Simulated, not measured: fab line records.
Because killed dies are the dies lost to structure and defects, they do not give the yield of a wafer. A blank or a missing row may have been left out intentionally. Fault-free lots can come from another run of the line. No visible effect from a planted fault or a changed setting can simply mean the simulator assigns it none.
fab line records | flow n5-finfet
record lots=11 wafers=33 last-day=18
route steps=1938 shown BEOL_M3@989 BEOL_M4@1111 PASSIVATION@1936
lots untouched by any fault: they come from a run of this same line in which no faults occurred
start-h: hours from the record's first day to the start of the lot's first wafer shown | wait-h: hours from the lot's prior step to this one | " repeats the value in the row above | L1.1+2: a row that stands for several wafers | - no value, or no start was given | * or withheld: withheld | < > ~ a bound
route shown NAME@n: NAME is a module with steps in the file, n the number in the route of the first one | usual: average and standard deviation across the fault-free wafers | same: alike in all rows | chamber/n: place in a boat | sites: each site's reading | _std_site: how widely they spread, as a standard deviation | _edge_site: the outer-site mean with the inner-site mean subtracted | radius-mm: how far each site lies from the wafer's centre | mask NAME#n: copy n | behind: tool/chamber where the wafer was last shaped | hold: what put the lot on hold/how long, in hours/how the hold closed | device: names the non-switching transistor (n, p or np) | end of line: tests run on the same wafers once the route is complete | a step with no rows: only its recipe | killed: dies lost to structure and defects at the first sort, not the wafer's yield | map: per-die view of a wafer (x killed, . not killed, _ where there is no die)
set.NAME: the setting that was run; set.NAME@STEP: the one run at that earlier step | model.NAME: the simulator's own value behind a step, which no gauge read
a sample of lots followed through the steps of the route, with each step as a table and each wafer as a row
services: when a tool's chamber went out of use (start-h, in hours from the record's first day, below 0 if earlier), for how many hours, and the reason
## steps
# step N5_BEOL_M3_DEGAS_44
# recipe ambient=vacuum temp-c=250 time-s=60
# usual heater-power-w=332/29
# columns lot.wafer tool chamber start-h wait-h heater-power-w
L890.3 pvd-sputter-03 - 174.84 0.4 337
L890.4 " - " " 327
L890.6 " - " " 345
L896.2 pvd-sputter-02 - 208.28 1.3 386
L896.5 " - " " 323
L896.6 " - " " 306
L899.4 pvd-sputter-03 - 214.86 0.2 305
L899.5 " - " " 324
L899.6 " - " " 311
L897.2 pvd-sputter-01 - 214.87 0.2 288
L897.3 " - " " 357
L897.6 " - " " 359
L901.3 pvd-sputter-01 - 227.14 0.4 354
L901.4 " - " " 322
L901.5 " - " " 323
L903.2 pvd-sputter-03 - 250.53 0.2 333
L903.3 " - " " 362
L903.6 " - " " 314
L905.1 pvd-sputter-03 - 255.85 0.8 301
L905.3 " - " " 363
L905.4 " - " " 339
L906.2 pvd-sputter-03 - 256.13 0.6 339
L906.3 " - " " 308
L906.6 " - " " 361
L908.1 pvd-sputter-03 - 287.85 0.0 368
L908.3 " - " " 323
L908.5 " - " " 350
L910.2 pvd-sputter-03 - 293.95 0.7 339
L910.4 " - " " 300
L910.6 " - " " 344
L911.2 pvd-sputter-02 - 299.07 0.6 376
L911.3 " - " " 316
L911.5 " - " " 314
# step N5_BEOL_M3_SPUTTER_81
# recipe material=Cu target-thk-a=45 temp-c=-20 chamber-pressure-pa=0.07 power-w=withheld time-s=8.29
# usual chamber-pressure-pa=0.07/0.00015 throttle-valve-pct=30.3/1.1
# columns lot.wafer tool chamber start-h wait-h chamber-pressure-pa throttle-valve-pct
L890.3 pvd-sputter-01 - 176.15 0.1 0.07004 29.8
L890.4 " - " " 0.06955 29.2
L890.6 " - " " 0.07002 29.4
L896.2 pvd-sputter-02 - 209.62 0.1 0.07004 31.9
L896.5 " - " " 0.06986 31.9
L896.6 " - " " 0.07015 30.1
L897.2 pvd-sputter-03 - 215.85 0.1 0.06981 27.9
L897.3 " - " " 0.06989 30.6
L897.6 " - " " 0.07015 31.6
L899.4 pvd-sputter-01 - 216.24 0.1 0.06974 31.8
L899.5 " - " " 0.0703 30.0
L899.6 " - " " 0.07008 29.7
L901.3 pvd-sputter-01 - 229.06 0.1 0.07023 31.7
L901.4 " - " " 0.06994 29.1
L901.5 " - " " 0.0701 29.2
L903.2 pvd-sputter-02 - 252.03 0.1 0.0699 29.8
L903.3 " - " " 0.0703 30.4
L903.6 " - " " 0.06995 31.8
L905.1 pvd-sputter-01 - 256.90 0.1 0.07009 29.7
L905.3 " - " " 0.07003 29.5
L905.4 " - " " 0.0699 31.9
L906.2 pvd-sputter-02 - 257.71 0.1 0.0698 31.7
L906.3 " - " " 0.07003 30.1
L906.6 " - " " 0.0699 32.2
L908.1 pvd-sputter-03 - 288.87 0.1 0.06996 31.7
L908.3 " - " " 0.07004 30.5
L908.5 " - " " 0.06996 27.9
L910.2 pvd-sputter-03 - 294.99 0.1 0.07016 29.4
L910.4 " - " " 0.06978 31.6
L910.6 " - " " 0.07007 29.7
L911.2 pvd-sputter-03 - 302.01 0.1 0.07014 28.0
L911.3 " - " " 0.06983 29.3
L911.5 " - " " 0.07033 31.6
# step N5_BEOL_M3_ANNEAL_82
# recipe temp-c=400 time-s=240 ambient=vacuum
# usual heater-power-w=819/82 susceptor-temp-C=399.99/0.22
# columns lot.wafer tool chamber start-h wait-h heater-power-w susceptor-temp-C
L890.3 pvd-sputter-01 - 176.23 0.0 794 399.77
L890.4 " - " " 885 399.94
L890.6 " - " " 697 400.20
L896.2 pvd-sputter-02 - 209.70 0.0 767 400.25
L896.5 " - " " 787 400.06
L896.6 " - " " 939 400.13
L897.2 pvd-sputter-03 - 215.93 0.0 - -
L897.3 " - " " - -
L897.6 " - " " - -
L899.4 pvd-sputter-01 - 216.40 0.1 - -
L899.5 " - " " - -
L899.6 " - " " - -
L901.3 pvd-sputter-01 - 229.14 0.0 - -
L901.4 " - " " - -
L901.5 " - " " - -
L903.2 pvd-sputter-02 - 252.11 0.0 930 399.67
L903.3 " - " " 813 400.06
L903.6 " - " " 771 400.38
L905.1 pvd-sputter-01 - 256.98 0.0 705 399.77
L905.3 " - " " 892 399.74
L905.4 " - " " 696 400.04
L906.2 pvd-sputter-02 - 257.79 0.0 946 400.39
L906.3 " - " " 786 400.03
L906.6 " - " " 984 399.89
L908.1 pvd-sputter-03 - 288.95 0.0 854 399.65
L908.3 " - " " 926 400.32
L908.5 " - " " 774 400.12
L910.2 pvd-sputter-03 - 295.07 0.0 796 400.05
L910.4 " - " " 846 399.86
L910.6 " - " " 815 399.85
L911.2 pvd-sputter-03 - 302.09 0.0 795 400.03
L911.3 " - " " 825 400.00
L911.5 " - " " 853 399.83
# step N5_BEOL_M3_ANNEAL_89
# recipe temp-c=400 time-s=240 ambient=vacuum
# usual heater-power-w=820/79 susceptor-temp-C=400.00/0.23
# columns lot.wafer tool chamber start-h wait-h heater-power-w susceptor-temp-C
L890.3 pvd-sputter-01 - 176.67 0.0 809 400.10
L890.4 " - " " 898 399.76
L890.6 " - " " 711 399.69
L896.2 pvd-sputter-02 - 210.14 0.0 786 400.08
L896.5 " - " " 772 399.91
L896.6 " - " " 948 400.49
L897.2 pvd-sputter-03 - 216.37 0.0 780 400.17
L897.3 " - " " 903 400.13
L897.6 " - " " 859 399.63
L899.4 pvd-sputter-01 - 217.28 0.1 713 400.06
L899.5 " - " " 702 400.01
L899.6 " - " " 816 399.84
L901.3 pvd-sputter-01 - 229.58 0.0 703 399.81
L901.4 " - " " 870 399.93
L901.5 " - " " 907 399.88
L903.2 pvd-sputter-02 - 252.55 0.0 929 400.27
L903.3 " - " " 803 399.59
L903.6 " - " " 786 399.75
L905.1 pvd-sputter-01 - 257.42 0.0 704 399.92
L905.3 " - " " 871 400.00
L905.4 " - " " 726 400.51
L906.2 pvd-sputter-02 - 258.23 0.0 966 400.03
L906.3 " - " " 789 400.12
L906.6 " - " " 953 400.12
L908.1 pvd-sputter-03 - 289.39 0.0 845 400.13
L908.3 " - " " 905 399.96
L908.5 " - " " 780 400.00
L910.2 pvd-sputter-03 - 295.51 0.0 804 400.25
L910.4 " - " " 848 399.91
L910.6 " - " " 816 400.13
L911.2 pvd-sputter-03 - 302.53 0.0 784 400.04
L911.3 " - " " 801 399.64
L911.5 " - " " 878 400.14
# step N5_BEOL_M4_RC_MEAS_101
# usual DIBL_N=35.8/1.4 DIBL_P=35.8/1.6 IOFF_N=0.152/0.021 IOFF_P=0.204/0.027 ION_N=672/8.7 ION_P=461/6.2 SS_N=71.5/0.54 SS_P=73.1/0.57 VT_N=250.0/2.5 VT_P=-250.6/2.7
# columns lot.wafer tool chamber start-h wait-h DIBL_N[mV/V] DIBL_P[mV/V] IOFF_N[nA/um] IOFF_P[nA/um] ION_N[uA/um] ION_P[uA/um] SS_N[mV/dec] SS_P[mV/dec] VT_N[mV] VT_P[mV]
L890.3 prober-01 0 192.44 0.3 36.7 38.0 0.175 0.212 683 463 72.8 73.2 251.0 -252.0
L890.4 " 0 " " 35.8 37.4 0.163 0.192 692 462 72.6 72.9 249.6 -252.6
L890.6 " 0 " " 35.3 36.7 0.156 0.185 680 461 72.0 72.8 250.9 -254.4
L896.2 prober-02 0 225.48 0.2 36.6 37.1 0.160 0.233 679 465 71.1 72.5 248.2 -248.4
L896.5 " 0 " " 36.0 37.2 0.155 0.227 671 467 71.5 73.1 247.8 -247.3
L896.6 " 0 " " 33.9 34.4 0.123 0.188 679 468 71.0 72.1 251.9 -248.1
L897.2 prober-02 0 233.67 0.2 37.8 39.7 0.184 0.225 672 456 71.7 73.4 248.0 -251.6
L899.4 prober-01 0 236.61 0.5 35.6 36.9 0.159 0.212 676 462 71.4 73.7 249.7 -249.1
L899.5 " 0 " " 34.4 34.9 0.133 0.189 665 458 71.6 73.2 252.8 -250.6
L899.6 " 0 " " 34.8 35.8 0.145 0.194 669 453 71.4 73.6 250.5 -251.1
L901.3 prober-01 0 241.49 0.3 36.2 36.1 0.148 0.185 660 450 71.7 73.4 250.4 -254.4
L901.4 " 0 " " 35.8 35.8 0.143 0.178 672 460 71.3 73.4 250.5 -254.1
L901.5 " 0 " " 35.5 34.8 0.141 0.175 667 459 71.3 73.7 252.3 -250.3
L903.2 prober-02 0 266.38 0.2 34.7 35.6 0.136 0.187 669 458 71.7 72.2 250.8 -250.8
L903.3 " 0 " " 36.9 38.5 0.163 0.233 663 461 71.9 73.4 249.7 -249.8
L903.6 " 0 " " 35.3 36.8 0.153 0.212 670 464 71.3 73.0 247.0 -251.7
L905.1 prober-02 0 269.62 0.0 34.4 35.1 0.130 0.181 669 459 71.3 72.5 252.1 -254.1
L905.3 " 0 " " 34.2 34.7 0.122 0.163 657 454 70.9 72.5 253.9 -255.6
L905.4 " 0 " " 34.6 34.9 0.126 0.170 659 455 71.3 72.5 254.7 -256.3
L906.2 prober-02 0 274.72 0.2 36.3 33.7 0.125 0.179 666 450 71.3 72.8 251.2 -251.7
L906.3 " 0 " " 36.6 34.8 0.138 0.205 664 463 70.9 73.0 248.9 -248.7
L906.6 " 0 " " 37.8 36.4 0.153 0.223 669 467 71.6 72.8 249.4 -248.9
L908.1 prober-02 0 302.21 0.0 34.4 32.6 0.107 0.163 665 465 71.2 72.1 252.2 -253.7
L908.3 " 0 " " 37.6 37.1 0.159 0.227 670 465 71.1 73.9 249.6 -247.9
L908.5 " 0 " " 36.8 35.8 0.135 0.200 660 457 72.2 73.2 253.0 -249.8
L910.2 prober-01 0 308.32 0.2 37.1 36.6 0.175 0.236 681 469 71.5 73.4 250.5 -247.9
L910.4 " 0 " " 37.5 37.4 0.194 0.260 680 468 71.4 74.0 246.3 -245.3
L910.6 " 0 " " 37.0 37.1 0.192 0.255 692 478 70.6 73.7 244.7 -246.4
L911.2 prober-02 0 316.41 0.2 36.5 34.4 0.165 0.203 681 463 71.1 74.1 247.6 -251.2
L911.3 " 0 " " 36.4 34.3 0.173 0.205 680 457 71.3 72.7 247.0 -249.2
L911.5 " 0 " " 36.7 34.6 0.174 0.209 670 466 71.8 73.6 247.0 -248.4
# step N5_PASSIVATION_PROBE_49
# usual defect-limited-yield=91.6/1.4 killed_at_M0_to_M3=33/9.7 killed_at_M4_up=13/5.4 killed-at-contacts=13/6.6 killed-at-front-end=36/11 killed-at-other=3.9/3 killed-dies=99/16 killed-on-rim=13/3.8 killed-open=66/12 killed-short=32/7.9 sort_bin_5_function=4.9/0.9 sort_bin_6_memory=3.2/0.67 sort-n-pass=1081/16 sort-yield-pct=91.6/1.4
# same gross-dies=1180 killed-at-back-side=0 sort_bin_4_leakage[%]=0 sort_bin_8_speed[%]=0
# columns lot.wafer tool chamber start-h wait-h defect-limited-yield[%] killed_at_M0_to_M3 killed_at_M4_up killed-at-contacts killed-at-front-end killed-at-other killed-dies killed-on-rim killed-open killed-short sort_bin_5_function[%] sort_bin_6_memory[%] sort-n-pass sort-yield-pct[%]
L890.3 prober-01 - 302.98 0.1 93.0 21 20 6 28 8 83 16 52 31 4.6 2.3 1097 93.0
L890.4 prober-01 - 303.03 0.2 91.9 27 24 12 30 2 95 13 67 28 4.7 3.1 1085 91.9
L890.6 prober-01 - 303.13 0.3 92.7 29 11 12 32 2 86 9 60 26 4.3 2.8 1094 92.7
L896.2 prober-01 - 333.50 0.1 90.8 35 14 23 33 3 108 15 80 28 5.8 3.2 1072 90.8
L896.5 prober-01 - 333.65 0.2 89.7 39 17 25 38 3 122 17 76 46 6.5 3.6 1058 89.7
L896.6 prober-01 - 333.70 0.3 89.2 46 19 16 40 6 127 11 90 36 5.5 5.1 1053 89.2
L897.2 prober-02 - 338.61 0.1 89.0 52 18 8 48 4 130 9 94 36 6.2 4.2 1050 89.0
L901.3 prober-01 - 339.32 0.1 91.6 22 11 10 43 13 99 15 70 29 4.6 3.6 1081 91.6
L901.4 prober-01 - 339.37 0.2 90.4 33 7 7 63 3 113 21 87 26 5.7 3.7 1067 90.4
L901.5 prober-01 - 339.42 0.2 92.2 34 8 1 40 9 92 14 58 34 4.4 3.1 1088 92.2
L899.4 prober-01 - 340.70 0.2 91.5 31 13 9 38 9 100 11 58 37 5.0 3.1 1080 91.5
L899.5 prober-01 - 340.75 0.2 92.7 27 23 3 30 3 86 6 61 22 4.5 2.6 1094 92.7
L899.6 prober-01 - 340.80 0.3 89.9 27 16 8 64 4 119 12 74 44 6.1 3.8 1061 89.9
L903.2 prober-01 - 363.83 0.1 92.4 29 16 9 31 5 90 11 57 31 4.2 3.2 1090 92.4
L903.3 prober-01 - 363.88 0.1 91.5 23 12 34 30 1 100 15 74 25 5.0 3.3 1080 91.5
L903.6 prober-01 - 364.03 0.3 93.1 27 15 6 33 0 81 11 50 31 3.6 3.0 1099 93.1
L905.1 prober-01 - 370.92 0.0 89.1 67 4 8 49 1 129 17 75 54 6.6 3.7 1051 89.1
L905.3 prober-01 - 371.02 0.1 91.9 45 6 6 35 3 95 13 56 39 4.1 3.6 1085 91.9
L905.4 prober-01 - 371.07 0.2 91.7 53 6 8 31 0 98 7 69 28 4.8 3.1 1082 91.7
L906.2 prober-01 - 380.51 0.1 92.8 32 4 16 29 4 85 8 56 29 3.8 3.1 1095 92.8
L906.3 prober-01 - 380.56 0.1 91.6 26 5 20 46 2 99 12 68 30 5.0 3.2 1081 91.6
L906.6 prober-01 - 380.71 0.3 91.5 21 18 25 28 8 100 8 70 30 5.8 2.5 1080 91.5
L908.1 prober-01 - 406.61 0.0 92.9 27 8 15 33 1 84 13 65 19 3.9 3.1 1096 92.9
L908.3 prober-01 - 406.71 0.1 92.1 37 8 11 28 9 93 17 53 40 4.7 2.8 1087 92.1
L908.5 prober-01 - 406.81 0.2 92.9 27 8 11 35 3 84 13 54 30 4.3 2.5 1096 92.9
L910.2 prober-02 - 420.60 0.1 93.6 25 8 4 37 2 76 9 51 24 4.0 2.3 1104 93.6
L910.4 prober-02 - 420.70 0.2 90.1 51 7 25 33 1 117 16 68 47 5.8 3.9 1063 90.1
L910.6 prober-02 - 420.80 0.3 89.8 46 11 8 54 1 120 15 74 45 5.8 4.2 1060 89.8
L911.2 prober-01 - 427.12 0.1 91.2 40 10 5 37 12 104 19 64 39 4.5 3.7 1076 91.2
L911.3 prober-01 - 427.17 0.1 91.1 43 22 4 32 4 105 16 65 39 5.5 2.9 1075 91.1
L911.5 prober-01 - 427.27 0.2 90.8 34 17 11 41 5 108 15 69 39 5.8 2.8 1072 90.8
# killed by level:class
L890.3 BEOL_M4:geometric-particle:open=8 BEOL_M0_SAQP:geometric-particle:short=8 STI_FIN_REVEAL:geometric-particle:open=8 BEOL_M0_SAQP:geometric-particle:open=6 STI_FIN_REVEAL:geometric-particle:short=5 STARTING-WAFER:geometric-particle:open=5 FIN_SAQP:geometric-particle:open=4 MOL_CONTACT_COAG:geometric-particle:open=4
L890.4 BEOL_M4:geometric-particle:open=11 MOL_CONTACT_COAG:geometric-particle:open=9 BEOL_M0_SAQP:geometric-particle:short=7 FIN_SAQP:geometric-particle:open=5 BEOL_M0_SAQP:geometric-particle:open=5 BEOL_M2:geometric-particle:open=5 BEOL_M3:geometric-particle:open=5 STARTING-WAFER:geometric-particle:short=5
L890.6 MOL_CONTACT_COAG:geometric-particle:open=11 BEOL_M0_SAQP:geometric-particle:short=7 BEOL_M1:geometric-particle:open=7 BEOL_M2:geometric-particle:open=6 FIN_SAQP:geometric-particle:open=5 DUMMY_GATE:geometric-particle:open=5 BEOL_M0:geometric-particle:open=5 FIN_SAQP:geometric-particle:short=4
L896.2 MOL_CONTACT_COAG:geometric-particle:open=19 BEOL_M2:geometric-particle:open=11 FIN_SAQP:geometric-particle:open=10 BEOL_M0_SAQP:geometric-particle:open=10 BEOL_M1:geometric-particle:open=9 DUMMY_GATE:geometric-particle:open=7 BEOL_M4:geometric-particle:short=5 STARTING-WAFER:geometric-particle:short=5
L896.5 MOL_CONTACT_COAG:geometric-particle:open=20 BEOL_M0_SAQP:geometric-particle:short=11 FIN_SAQP:geometric-particle:short=8 BEOL_M2:geometric-particle:open=8 BEOL_M1:geometric-particle:open=7 FIN_SAQP:geometric-particle:open=6 DUMMY_GATE:geometric-particle:open=6 BEOL_M0_SAQP:geometric-particle:open=6
L896.6 MOL_CONTACT_COAG:geometric-particle:open=15 FIN_SAQP:geometric-particle:open=14 BEOL_M2:geometric-particle:open=14 BEOL_M1:geometric-particle:open=13 FIN_SAQP:geometric-particle:short=7 BEOL_M0_SAQP:geometric-particle:open=7 BEOL_M4:geometric-particle:open=7 BEOL_M0_SAQP:geometric-particle:short=5
L897.2 STI_FIN_REVEAL:geometric-particle:open=12 BEOL_M0_SAQP:geometric-particle:open=11 BEOL_M3:geometric-particle:open=9 BEOL_M2:geometric-particle:open=9 DUMMY_GATE:geometric-particle:open=8 MOL_CONTACT_COAG:geometric-particle:open=8 FIN_SAQP:geometric-particle:open=7 BEOL_M4:geometric-particle:open=7
L901.3 STI_FIN_REVEAL:geometric-particle:open=9 MOL_CONTACT_COAG:geometric-particle:open=9 BEOL_M2:geometric-particle:open=8 DUMMY_GATE:geometric-particle:open=7 GATE_CUT:geometric-particle:short=7 PASS1_CAP:geometric-particle:open=6 FIN_SAQP:geometric-particle:open=4 SPACER0:geometric-particle:open=4
L901.4 STI_FIN_REVEAL:geometric-particle:open=29 BEOL_M2:geometric-particle:open=9 MOL_CONTACT_COAG:geometric-particle:open=7 BEOL_M0_SAQP:geometric-particle:open=6 BEOL_M1:geometric-particle:open=6 STARTING-WAFER:geometric-particle:open=6 STI_FIN_REVEAL:geometric-particle:short=5 BEOL_M0_SAQP:geometric-particle:short=5
L901.5 BEOL_M0_SAQP:geometric-particle:open=8 BEOL_M2:geometric-particle:open=8 FIN_SAQP:geometric-particle:open=7 BEOL_M0_SAQP:geometric-particle:short=7 SPACER0:geometric-particle:short=5 FIN_SAQP:geometric-particle:short=4 STI_FIN_REVEAL:geometric-particle:open=4 DUMMY_GATE:geometric-particle:open=4
L899.4 BEOL_M0_SAQP:geometric-particle:open=10 FIN_SAQP:geometric-particle:short=9 BEOL_M0_SAQP:geometric-particle:short=8 MOL_CONTACT_COAG:geometric-particle:open=7 BEOL_M2:geometric-particle:open=6 STARTING-WAFER:geometric-particle:open=6 GATE_CUT:geometric-particle:short=5 STI_FIN_REVEAL:geometric-particle:open=5
L899.5 BEOL_M2:geometric-particle:open=11 BEOL_M4:geometric-particle:open=11 BEOL_M3:geometric-particle:open=7 FIN_SAQP:geometric-particle:open=6 STI_FIN_REVEAL:geometric-particle:open=4 BEOL_M5:geometric-particle:open=4 FIN_SAQP:geometric-particle:short=3 DUMMY_GATE:geometric-particle:open=3
L899.6 FIN_SAQP:geometric-particle:open=16 FIN_SAQP:geometric-particle:short=13 BEOL_M3:geometric-particle:open=9 MOL_CONTACT_COAG:geometric-particle:open=8 BEOL_M1:geometric-particle:open=7 BEOL_M4:geometric-particle:open=7 STI_FIN_REVEAL:geometric-particle:open=7 STARTING-WAFER:geometric-particle:short=7
L903.2 BEOL_M1:geometric-particle:open=12 STI_FIN_REVEAL:geometric-particle:open=8 MOL_CONTACT_COAG:geometric-particle:open=7 BEOL_M4:geometric-particle:short=6 BEOL_M1:geometric-particle:short=6 FIN_SAQP:geometric-particle:open=5 STI_FIN_REVEAL:geometric-particle:short=4 MIM_BOT:geometric-particle:open=4
L903.3 MOL_CONTACT_COAG:geometric-particle:open=26 STI_FIN_REVEAL:geometric-particle:open=11 BEOL_M1:geometric-particle:open=9 MOL_CONTACT_COAG:geometric-particle:short=8 BEOL_M5:geometric-particle:open=6 DUMMY_GATE:geometric-particle:open=5 FIN_SAQP:geometric-particle:open=3 BEOL_M0_SAQP:geometric-particle:open=3
L903.6 BEOL_M1:geometric-particle:open=8 FIN_SAQP:geometric-particle:open=5 MOL_CONTACT_COAG:geometric-particle:open=5 BEOL_M2:geometric-particle:open=5 BEOL_M4:geometric-particle:open=5 BEOL_M4:geometric-particle:short=5 STARTING-WAFER:geometric-particle:open=5 FIN_SAQP:geometric-particle:short=4
L905.1 BEOL_M0_SAQP:geometric-particle:short=29 BEOL_M0_SAQP:geometric-particle:open=18 STI_FIN_REVEAL:geometric-particle:open=14 FIN_SAQP:geometric-particle:open=7 MOL_CONTACT_COAG:geometric-particle:open=6 FIN_SAQP:geometric-particle:short=5 GATE_CUT:geometric-particle:open=5 BEOL_M1:geometric-particle:open=5
L905.3 BEOL_M0_SAQP:geometric-particle:short=12 BEOL_M1:geometric-particle:open=10 STI_FIN_REVEAL:geometric-particle:open=9 GATE_CUT:geometric-particle:short=7 BEOL_M0_SAQP:geometric-particle:open=6 BEOL_M2:geometric-particle:open=6 MOL_CONTACT_COAG:geometric-particle:open=5 FIN_SAQP:geometric-particle:open=4
L905.4 BEOL_M0_SAQP:geometric-particle:open=20 BEOL_M0_SAQP:geometric-particle:short=11 STI_FIN_REVEAL:geometric-particle:open=8 GATE_CUT:geometric-particle:open=7 MOL_CONTACT_COAG:geometric-particle:open=7 BEOL_M2:geometric-particle:open=7 BEOL_M1:geometric-particle:open=6 FIN_SAQP:geometric-particle:open=5
L906.2 MOL_CONTACT_COAG:geometric-particle:open=14 BEOL_M1:geometric-particle:open=9 FIN_SAQP:geometric-particle:short=8 GATE_CUT:geometric-particle:short=7 BEOL_M2:geometric-particle:open=6 FIN_SAQP:geometric-particle:open=5 BEOL_M3:geometric-particle:open=5 STI_FIN_REVEAL:geometric-particle:open=4
L906.3 STI_FIN_REVEAL:geometric-particle:open=21 MOL_CONTACT_COAG:geometric-particle:open=13 BEOL_M1:geometric-particle:open=8 MOL_CONTACT_COAG:geometric-particle:short=7 GATE_CUT:geometric-particle:short=6 BEOL_M2:geometric-particle:open=6 STI_FIN_REVEAL:geometric-particle:short=5 FIN_SAQP:geometric-particle:open=3
L906.6 MOL_CONTACT_COAG:geometric-particle:open=20 BEOL_M4:geometric-particle:open=11 FIN_SAQP:geometric-particle:open=7 STI_FIN_REVEAL:geometric-particle:open=7 MOL_CONTACT_COAG:geometric-particle:short=5 BEOL_M1:geometric-particle:open=5 FIN_SAQP:geometric-particle:short=4 MIM_TOP_ETCH:geometric-particle:short=4
L908.1 MOL_CONTACT_COAG:geometric-particle:open=12 STI_FIN_REVEAL:geometric-particle:open=10 BEOL_M3:geometric-particle:open=8 FIN_SAQP:geometric-particle:open=7 BEOL_M0_SAQP:geometric-particle:open=7 BEOL_M0_SAQP:geometric-particle:short=5 FIN_SAQP:geometric-particle:short=3 DUMMY_GATE:geometric-particle:open=3
L908.3 BEOL_M0_SAQP:geometric-particle:open=11 BEOL_M0_SAQP:geometric-particle:short=9 MOL_CONTACT_COAG:geometric-particle:open=9 BEOL_M0:geometric-particle:open=5 STI_FIN_REVEAL:geometric-particle:open=4 STI_FIN_REVEAL:geometric-particle:short=4 BEOL_M3:geometric-particle:short=4 FIN_SAQP:geometric-particle:short=3
L908.5 BEOL_M0_SAQP:geometric-particle:open=9 MOL_CONTACT_COAG:geometric-particle:open=8 FIN_SAQP:geometric-particle:open=7 BEOL_M0_SAQP:geometric-particle:short=7 GATE_CUT:geometric-particle:short=6 STI_FIN_REVEAL:geometric-particle:open=5 BEOL_M2:geometric-particle:open=5 DUMMY_GATE:geometric-particle:open=4
L910.2 BEOL_M0_SAQP:geometric-particle:open=9 FIN_SAQP:geometric-particle:short=7 BEOL_M3:geometric-particle:open=7 FIN_SAQP:geometric-particle:open=6 MOL_CONTACT_COAG:geometric-particle:open=4 STI_FIN_REVEAL:geometric-particle:open=4 STI_FIN_REVEAL:geometric-particle:short=3 GATE_CUT:geometric-particle:short=3
L910.4 MOL_CONTACT_COAG:geometric-particle:open=15 FIN_SAQP:geometric-particle:short=12 BEOL_M0_SAQP:geometric-particle:open=12 MOL_CONTACT_COAG:geometric-particle:short=10 BEOL_M2:geometric-particle:open=10 BEOL_M3:geometric-particle:open=6 BEOL_M0_SAQP:geometric-particle:short=6 BEOL_M1:geometric-particle:open=6
L910.6 STI_FIN_REVEAL:geometric-particle:open=17 BEOL_M3:geometric-particle:open=11 FIN_SAQP:geometric-particle:open=9 BEOL_M0_SAQP:geometric-particle:short=8 BEOL_M0_SAQP:geometric-particle:open=8 STI_FIN_REVEAL:geometric-particle:short=7 MOL_CONTACT_COAG:geometric-particle:open=7 BEOL_M2:geometric-particle:short=7
L911.2 DUMMY_GATE:geometric-particle:open=11 BEOL_M3:geometric-particle:open=10 BEOL_M0_SAQP:geometric-particle:open=9 BEOL_M1:geometric-particle:open=8 GATE_CUT:geometric-particle:short=7 FIN_SAQP:geometric-particle:short=6 BEOL_M0_SAQP:geometric-particle:short=6 PAD_METAL:geometric-particle:open=6
L911.3 FIN_SAQP:geometric-particle:open=10 BEOL_M0_SAQP:geometric-particle:short=8 BEOL_M0_SAQP:geometric-particle:open=8 BEOL_M0:geometric-particle:short=8 BEOL_M3:geometric-particle:open=8 BEOL_M4:geometric-particle:open=7 BEOL_M2:geometric-particle:open=7 BEOL_M4:geometric-particle:short=5
L911.5 FIN_SAQP:geometric-particle:short=9 MOL_CONTACT_COAG:geometric-particle:open=8 BEOL_M0_SAQP:geometric-particle:open=8 BEOL_M4:geometric-particle:open=7 FIN_SAQP:geometric-particle:open=6 STI_FIN_REVEAL:geometric-particle:open=6 BEOL_M3:geometric-particle:open=5 DUMMY_GATE:geometric-particle:open=4
## services
# columns tool chamber start-h hours kind
pvd-sputter-02 - 159.31 7.1 repair
## key
first-sign step=N5_BEOL_M3_ANNEAL_82 reading=tool-record direction=missing
effect none on later readings
met-at N5_BEOL_M3_ANNEAL_82
struck-lots L897,L899,L901
rows-end L897.3,L897.6
not-acting-at N5_BEOL_M3_DEGAS_44,N5_BEOL_M3_SPUTTER_81,N5_BEOL_M3_ANNEAL_89
onset-between 176.23 215.93
fault kind=skipped-step-whole tool=pvd-sputter-01,pvd-sputter-03 chamber=- onset-h=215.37 steps=N5_BEOL_M3_ANNEAL_82 scope=struck-lots-only
# rows-end: these wafers met a further fault down the route, and their rows from its step on are left out
